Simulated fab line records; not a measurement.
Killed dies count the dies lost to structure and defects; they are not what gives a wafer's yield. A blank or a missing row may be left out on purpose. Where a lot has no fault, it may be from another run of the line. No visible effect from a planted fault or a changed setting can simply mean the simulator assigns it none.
fab line records -- flow n5-finfet
record: lots: 10, wafers: 30, last-day: 18
route steps=1938 shown MOL_CONTACT_COAG@545 BEOL_M4@1111
lots that met no fault: from a run of the same line without faults
start-h: start of the lot's first displayed wafer, in hours after the record's first day -- wait-h: hours since the lot's step before -- " same as the row above -- L1.1+2: one row covering several wafers at once -- - no value present, or no start provided -- * or withheld: withheld -- < > ~ a bound
route shown NAME@n: a module of which the file shows steps, and the number in the route of the first -- usual: average and standard deviation across the fault-free wafers -- same: alike in all rows -- chamber/n: place in a boat -- sites: each site's reading -- _std_site: how widely they spread, as a standard deviation -- _edge_site: the outer-site mean with the inner-site mean subtracted -- radius-mm: how far each site lies from the wafer's centre -- mask NAME#n: copy n -- behind: the most recent tool/chamber to have shaped the wafer -- hold: why the lot went on hold/how many hours it stayed there/how the hold came to an end -- device: the n, p or np transistor that did not switch -- end of line: the tests these same wafers got at the end of their route -- a step given without rows: its recipe and nothing more -- killed: dies lost to structure and defects at the first sort, not the wafer's yield -- map: dies across one wafer; x = killed, . = not, _ = none there
set.NAME: the run value of the setting; set.NAME@STEP: its run value at that earlier step -- model.NAME: the simulator's own value behind a step, which no gauge read
the route's steps for a sample of lots (tables are steps, rows are wafers)
services: when a tool's chamber went out of use (start-h, in hours from the record's first day, below 0 if earlier), for how many hours, and the reason
== steps ==
step: N5_MOL_CONTACT_COAG_SIL_ANNEAL_21
recipe: temp-c: 550, time-s: 60, ambient: N2
usual: lamp-power-pct: 6.65/0.23, wafer_temp_C_max: 552.8/0.63
same: time-s: 60
lot.wafer,tool,chamber,start-h,wait-h,lamp-power-pct,wafer_temp_C_max
L396.1,rtp-anneal-01,0,93.02,0.2,6.39,552.2
L396.2,rtp-anneal-01,0,93.02,0.2,6.40,552.6
L396.5,rtp-anneal-01,0,93.02,0.2,6.40,552.7
L397.1,rtp-anneal-02,0,97.04,0.2,6.87,552.8
L397.2,rtp-anneal-02,0,97.04,0.2,6.86,552.8
L397.3,rtp-anneal-02,0,97.04,0.2,6.87,553.1
L400.4,rtp-anneal-02,0,113.51,0.4,6.87,552.4
L400.5,rtp-anneal-02,0,113.51,0.4,6.87,553.2
L400.6,rtp-anneal-02,0,113.51,0.4,6.88,553.9
L402.1,rtp-anneal-02,0,128.30,0.2,6.87,553.7
L402.4,rtp-anneal-02,0,128.30,0.2,6.84,552.5
L402.5,rtp-anneal-02,0,128.30,0.2,6.87,552.4
L405.2,rtp-anneal-01,0,148.96,0.2,6.40,552.4
L405.5,rtp-anneal-01,0,148.96,0.2,6.40,554.0
L405.6,rtp-anneal-01,0,148.96,0.2,6.39,553.1
L406.1,rtp-anneal-01,0,154.20,0.2,6.40,553.3
L406.3,rtp-anneal-01,0,154.20,0.2,6.40,553.4
L406.6,rtp-anneal-01,0,154.20,0.2,6.40,552.6
L411.2,rtp-anneal-02,0,191.29,0.3,6.87,552.5
L411.3,rtp-anneal-02,0,191.29,0.3,6.87,552.7
L411.6,rtp-anneal-02,0,191.29,0.3,6.86,552.7
L413.1,rtp-anneal-02,0,195.27,0.2,6.87,552.0
L413.4,rtp-anneal-02,0,195.27,0.2,6.86,552.7
L413.6,rtp-anneal-02,0,195.27,0.2,6.86,552.5
L418.1,rtp-anneal-01,0,227.40,0.2,6.40,552.1
L418.2,rtp-anneal-01,0,227.40,0.2,6.41,553.2
L418.3,rtp-anneal-01,0,227.40,0.2,6.41,553.5
L419.1,rtp-anneal-02,0,228.74,0.2,6.88,552.4
L419.2,rtp-anneal-02,0,228.74,0.2,6.87,551.9
L419.4,rtp-anneal-02,0,228.74,0.2,6.86,552.8
step: N5_MOL_CONTACT_COAG_ANNEAL_113
recipe: temp-c: 400, time-s: 300, ambient: H2/N2
usual: anneal-temp-c: 400.01/0.24, lamp-power-pct: 2.88/0.097, wafer_temp_C_max: 402.1/0.55
same: time-s: 300
lot.wafer,tool,chamber,start-h,wait-h,anneal-temp-c,lamp-power-pct,wafer_temp_C_max
L396.1,rtp-anneal-01,0,97.53,0.3,399.94,2.75,403.1
L396.2,rtp-anneal-01,0,97.53,0.3,399.98,2.75,401.6
L396.5,rtp-anneal-01,0,97.53,0.3,399.74,2.75,402.8
L397.1,rtp-anneal-02,0,98.11,0.3,399.64,2.95,401.6
L397.2,rtp-anneal-02,0,98.11,0.3,400.11,2.95,401.3
L397.3,rtp-anneal-02,0,98.11,0.3,400.06,2.95,401.7
L400.4,rtp-anneal-01,0,117.67,0.8,399.97,2.75,403.0
L400.5,rtp-anneal-01,0,117.67,0.8,399.96,2.75,401.9
L400.6,rtp-anneal-01,0,117.67,0.8,399.79,2.75,403.0
L402.1,rtp-anneal-01,0,129.32,0.3,400.21,2.75,402.5
L402.4,rtp-anneal-01,0,129.32,0.3,399.95,2.75,402.8
L402.5,rtp-anneal-01,0,129.32,0.3,400.02,2.75,402.3
L405.2,rtp-anneal-02,0,150.20,0.5,400.09,2.95,401.2
L405.5,rtp-anneal-02,0,150.20,0.5,399.95,2.95,401.7
L405.6,rtp-anneal-02,0,150.20,0.5,400.38,2.96,401.7
L406.1,rtp-anneal-02,0,155.63,0.6,400.13,2.95,401.3
L406.3,rtp-anneal-02,0,155.63,0.6,400.70,2.95,402.2
L406.6,rtp-anneal-02,0,155.63,0.6,400.05,2.95,401.6
L411.2,rtp-anneal-02,0,192.95,0.6,399.79,2.95,402.2
L411.3,rtp-anneal-02,0,192.95,0.6,400.14,2.95,402.0
L411.6,rtp-anneal-02,0,192.95,0.6,400.22,2.95,401.7
L413.1,rtp-anneal-02,0,196.87,0.5,400.11,2.95,401.6
L413.4,rtp-anneal-02,0,196.87,0.5,399.96,2.95,402.1
L413.6,rtp-anneal-02,0,196.87,0.5,399.73,2.95,401.6
L418.1,rtp-anneal-02,0,228.92,0.4,399.69,2.95,402.0
L418.2,rtp-anneal-02,0,228.92,0.4,400.01,2.95,401.8
L418.3,rtp-anneal-02,0,228.92,0.4,399.97,2.95,402.3
L419.1,rtp-anneal-02,0,233.06,0.3,399.89,2.95,402.2
L419.2,rtp-anneal-02,0,233.06,0.3,399.73,2.95,402.5
L419.4,rtp-anneal-02,0,233.06,0.3,399.76,2.95,401.6
step: N5_MOL_CONTACT_COAG_CMP_28
recipe: stop-on: SiNx, t-overpolish-s: 0.85, post-cmp-clean: alkaline-brush, down-force-psi: 4.15, platen-rpm: 51.8, pad-velocity-m-s: 1.0307, target-thk-nm: 14.522
usual: motor-current-A: 12.3/1.7, platen-rpm: 51.80/0.036, retaining-ring-pressure-frac: 1.000/0.0054, time-to-endpoint-s: 4.6/1.9
lot.wafer,tool,chamber,start-h,wait-h,motor-current-A,platen-rpm,retaining-ring-pressure-frac,time-to-endpoint-s
L396.1,cmp-03,2,101.12,0.8,15.4,51.73,1.005,6.0
L396.2,cmp-03,0,101.12,0.8,13.0,51.76,1.003,4.9
L396.5,cmp-03,3,101.12,0.8,15.8,51.76,1.009,5.0
L397.1,cmp-03,0,103.49,0.8,13.7,51.79,0.988,2.0
L397.3,cmp-03,1,103.49,0.8,10.4,51.78,0.993,2.3
L397.2,cmp-03,3,103.49,0.8,15.1,51.82,1.002,2.4
L400.4,cmp-03,1,121.58,0.8,10.9,51.80,0.999,1.1
L400.5,cmp-03,1,121.58,0.8,10.9,51.86,1.004,4.3
L400.6,cmp-03,2,121.58,0.8,13.4,51.77,1.003,4.6
L402.4,cmp-03,1,134.17,0.8,10.7,51.92,0.998,4.7
L402.1,cmp-03,0,134.17,0.8,12.7,51.81,1.006,2.7
L402.5,cmp-03,2,134.17,0.8,14.5,51.88,0.999,5.4
L405.2,cmp-03,2,155.41,0.9,14.0,53.89,0.998,5.9
L405.5,cmp-03,3,155.41,0.9,15.9,53.87,1.007,5.3
L405.6,cmp-03,0,155.41,0.9,13.0,53.86,1.005,5.6
L406.1,cmp-03,2,160.14,0.8,13.4,53.93,0.999,7.0
L406.3,cmp-03,1,160.14,0.8,11.0,53.81,1.003,6.5
L406.6,cmp-03,2,160.14,0.8,13.4,53.94,1.004,8.6
L411.3,cmp-02,0,199.13,0.8,10.3,51.79,0.997,3.9
L411.2,cmp-02,2,199.13,0.8,11.3,51.78,0.995,4.1
L411.6,cmp-02,0,199.13,0.8,10.7,51.80,0.994,3.6
L413.4,cmp-02,1,200.96,0.1,11.1,51.80,1.007,6.0
L413.1,cmp-02,2,200.96,0.1,10.6,51.74,1.006,4.1
L413.6,cmp-02,0,200.96,0.1,11.1,51.81,0.994,5.3
L418.2,cmp-02,0,235.30,0.8,10.2,51.77,1.008,6.7
L418.1,cmp-02,1,235.30,0.8,11.3,51.84,1.001,7.0
L418.3,cmp-02,2,235.30,0.8,11.1,51.84,0.996,5.3
L419.2,cmp-03,3,236.99,0.8,15.6,51.79,1.003,7.2
L419.4,cmp-03,0,236.99,0.8,12.1,51.77,0.999,6.5
L419.1,cmp-03,2,236.99,0.8,14.7,51.82,1.000,8.3
step: N5_MOL_CONTACT_COAG_THK_MEAS_29
recipe: reads: SiNx_of_GATE_CUT_PECVD_57+SiNx_of_GATE_CUT_SAC_CAP_01
usual: MD_CAP_THK: 17.90/0.084
lot.wafer,tool,chamber,start-h,wait-h,MD_CAP_THK[nm]
L396.1,film-metro-02,-,101.41,-,17.91
L396.2,film-metro-02,-,101.41,-,17.86
L396.5,film-metro-02,-,101.41,-,17.95
L397.1,film-metro-01,-,103.79,-,17.89
L397.2,film-metro-01,-,103.79,-,17.78
L397.3,film-metro-01,-,103.79,-,17.97
L400.4,film-metro-01,-,121.87,-,17.90
L400.5,film-metro-01,-,121.87,-,17.96
L400.6,film-metro-01,-,121.87,-,17.96
L402.1,film-metro-01,-,134.46,-,17.96
L402.4,film-metro-01,-,134.46,-,17.73
L402.5,film-metro-01,-,134.46,-,17.76
L405.2,film-metro-01,-,155.59,-,17.87
L405.5,film-metro-01,-,155.59,-,17.89
L405.6,film-metro-01,-,155.59,-,17.92
L406.1,film-metro-02,-,160.43,-,17.83
L406.3,film-metro-02,-,160.43,-,17.90
L406.6,film-metro-02,-,160.43,-,17.90
L411.2,film-metro-01,-,199.43,-,17.83
L411.3,film-metro-01,-,199.43,-,17.91
L411.6,film-metro-01,-,199.43,-,17.93
L413.1,film-metro-01,-,201.22,-,17.92
L413.4,film-metro-01,-,201.22,-,17.90
L413.6,film-metro-01,-,201.22,-,17.78
L418.1,film-metro-02,-,235.55,-,17.85
L418.2,film-metro-02,-,235.55,-,17.99
L418.3,film-metro-02,-,235.55,-,17.86
L419.1,film-metro-01,-,237.28,-,17.92
L419.2,film-metro-01,-,237.28,-,17.85
L419.4,film-metro-01,-,237.28,-,17.77
step: N5_BEOL_M4_RC_MEAS_101
usual: DIBL_N: 36.5/1.4, DIBL_P: 36.5/1.6, IOFF_N: 0.163/0.022, IOFF_P: 0.219/0.029, ION_N: 675/8.3, ION_P: 464/6.2, SS_N: 71.5/0.52, SS_P: 73.4/0.57, VT_N: 249.7/2.6, VT_P: -250/3
lot.wafer,tool,chamber,start-h,wait-h,DIBL_N[mV/V],DIBL_P[mV/V],IOFF_N[nA/um],IOFF_P[nA/um],ION_N[uA/um],ION_P[uA/um],SS_N[mV/dec],SS_P[mV/dec],VT_N[mV],VT_P[mV]
L396.1,prober-02,0,164.98,0.4,35.8,35.3,0.140,0.185,661,459,71.2,72.5,250.8,-250
L396.2,prober-02,0,164.98,0.4,38.3,37.5,0.177,0.224,671,462,72.1,73.1,248.6,-247
L396.5,prober-02,0,164.98,0.4,36.7,37.0,0.152,0.201,670,465,71.2,72.9,249.0,-249
L397.1,prober-01,0,171.17,0.0,38.3,37.0,0.170,0.252,673,472,71.9,73.3,252.2,-249
L397.2,prober-01,0,171.17,0.0,36.7,34.9,0.139,0.215,661,462,71.2,73.9,254.3,-248
L397.3,prober-01,0,171.17,0.0,36.8,34.5,0.136,0.199,669,468,70.9,73.2,253.8,-249
L402.1,prober-02,0,208.24,0.0,33.4,33.0,0.120,0.162,675,459,71.2,72.3,252.0,-251
L402.4,prober-02,0,208.24,0.0,35.9,36.4,0.169,0.212,688,473,72.3,73.6,247.8,-249
L402.5,prober-02,0,208.24,0.0,33.5,33.4,0.123,0.164,666,457,71.3,72.5,251.7,-254
L400.4,prober-02,0,211.63,0.5,38.0,38.5,0.187,0.234,682,462,72.1,74.0,247.6,-249
L400.5,prober-02,0,211.63,0.5,37.2,37.4,0.190,0.208,691,466,72.5,72.4,245.4,-251
L400.6,prober-02,0,211.63,0.5,37.7,38.7,0.194,0.236,687,461,72.0,73.9,246.8,-251
L406.1,prober-02,0,237.77,0.0,37.1,37.8,0.162,0.220,679,462,72.3,73.8,251.9,-250
L406.3,prober-02,0,237.77,0.0,37.1,37.8,0.166,0.226,674,471,71.2,73.8,248.4,-250
L406.6,prober-02,0,237.77,0.0,36.8,37.4,0.162,0.211,685,466,71.0,73.7,249.9,-251
L405.2,prober-02,0,240.40,0.2,38.6,37.9,0.185,0.256,682,467,72.0,74.1,248.0,-250
L405.5,prober-02,0,240.40,0.2,36.2,34.9,0.140,0.201,674,464,71.2,73.1,251.5,-250
L405.6,prober-02,0,240.40,0.2,37.8,37.6,0.179,0.246,683,475,71.0,73.8,251.6,-249
L413.1,prober-02,0,271.91,0.0,37.0,38.0,0.185,0.256,686,470,71.1,73.8,248.4,-249
L413.4,prober-02,0,271.91,0.0,37.5,37.7,0.187,0.247,677,460,72.3,73.7,250.2,-247
L413.6,prober-02,0,271.91,0.0,37.3,37.9,0.180,0.249,680,467,71.8,73.4,248.8,-246
L411.2,prober-01,0,279.40,0.2,38.6,37.1,0.181,0.226,682,462,72.3,73.7,246.5,-251
L411.3,prober-01,0,279.40,0.2,38.1,36.5,0.173,0.205,678,456,72.3,73.7,248.6,-253
L411.6,prober-01,0,279.40,0.2,38.4,36.5,0.177,0.205,665,450,71.2,73.2,249.0,-254
L418.1,prober-02,0,310.36,0.0,35.7,37.9,0.170,0.230,681,472,72.5,73.4,250.1,-248
L418.2,prober-02,0,310.36,0.0,33.3,34.6,0.127,0.184,675,467,71.0,72.6,252.1,-251
L418.3,prober-02,0,310.36,0.0,35.0,36.6,0.151,0.217,675,465,71.1,73.3,250.0,-249
L419.1,prober-02,0,316.72,0.0,36.6,35.7,0.149,0.218,661,460,71.8,73.4,251.6,-250
L419.2,prober-02,0,316.72,0.0,37.2,36.7,0.164,0.243,665,458,72.8,73.9,250.0,-248
L419.4,prober-02,0,316.72,0.0,34.9,33.8,0.132,0.196,667,467,71.7,72.7,254.0,-251
== services ==
tool,chamber,start-h,hours,kind
cmp-03,-,105.77,0.9,repair
rtp-anneal-01,-,106.47,4.9,repair
cmp-03,-,118.45,1.5,repair
cmp-02,-,121.46,6.8,pm
rtp-anneal-02,-,129.34,3.2,pm
cmp-03,-,145.48,0.9,repair
rtp-anneal-01,-,155.38,7.1,pm
rtp-anneal-01,-,165.69,1.1,repair
cmp-02,-,183.81,2.2,repair
== key ==
first-sign: step: N5_MOL_CONTACT_COAG_CMP_28, reading: platen-rpm, direction: up, sigmas: 58, usual: 51.80, struck: 53.88
effect none on later readings
met-at N5_MOL_CONTACT_COAG_CMP_28
struck-lots L405,L406
not-acting-at N5_MOL_CONTACT_COAG_SIL_ANNEAL_21,N5_MOL_CONTACT_COAG_ANNEAL_113,N5_MOL_CONTACT_COAG_THK_MEAS_29
onset-between 134.17 155.41
fault: kind: process-parameter-drift, tool: cmp-03, chamber: -, onset-h: 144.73, steps: N5_MOL_CONTACT_COAG_CMP_28, channel: platen-rpm, offset: 2.072, shape: step, end-h: 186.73, acts-in: these-recipes-only, stated: 51.8
